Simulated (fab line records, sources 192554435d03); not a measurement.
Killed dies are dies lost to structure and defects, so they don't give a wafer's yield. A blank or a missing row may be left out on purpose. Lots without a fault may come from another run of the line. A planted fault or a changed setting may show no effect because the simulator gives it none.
Chamber matching | flow n5_finfet | N5_MOL_CONTACT_COAG_ALD_133 on ald_sin-01: 4 sister chambers
The step deposits SiO2, target thk 5 nm, pulse time 1 s, co reactant pulse time 1 s. 8 wafers are shown with their chamber, then 11 later ones without.

WAFERS WITH THEIR CHAMBER
wafer  | chamber | heater_power_w (W) | precursor_pulse_height_rel
L088.2 | 3       | 67                 | 0.998
L088.3 | 2       | 81                 | 0.993
L088.5 | 2       | 80                 | 1.023
L088.6 | 1       | 74                 | 1.007
L089.1 | 3       | 68                 | 0.985
L089.2 | 0       | 78                 | 1.025
L089.4 | 1       | 75                 | 1.000
L095.1 | 0       | 80                 | 0.983

WAFERS WITHOUT THEIR CHAMBER
wafer  | heater_power_w (W) | precursor_pulse_height_rel
L095.2 | 74                 | 1.007
L095.3 | 68                 | 1.022
L095.4 | 81                 | 0.991
L095.5 | 74                 | 0.964
L095.6 | 80                 | 1.012
L097.1 | 77                 | 1.034
L097.2 | 79                 | 0.999
L097.3 | 68                 | 0.996
L097.4 | 75                 | 1.017
L097.5 | 74                 | 0.994
L097.6 | 76                 | 1.005

WHICH CHAMBER EACH WENT THROUGH
wafer  | from the rows above          | in truth
L095.2 | 1                            | 1
L095.3 | 3                            | 3
L095.4 | can't be placed: 2 or 0      | 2
L095.5 | 1                            | 1
L095.6 | can't be placed: 2 or 0      | 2
L097.1 | can't be placed: 0 or 1 or 2 | 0
L097.2 | can't be placed: 0 or 2      | 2
L097.3 | 3                            | 3
L097.4 | 1                            | 1
L097.5 | 1                            | 1
L097.6 | can't be placed: 1 or 0      | 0
Placed correctly: 6 of 11. Can't be placed from these rows: 5 (the true chamber is among the candidates in 5). Placed wrongly: 0.
How it was worked out, from the rows above alone: a wafer's distance from a chamber is the root of the sum, over the readings, of the square of ((its reading less the chamber's mean) divided by the reading's scatter). The wafer belongs to the nearest chamber; if the next one is less than 2 further off, it can't be placed. A chamber's mean is the mean of its shown wafers. The scatter: the root of (the sum of the squares of (reading less its chamber's mean) over the shown wafers, divided by (wafers less chambers)).
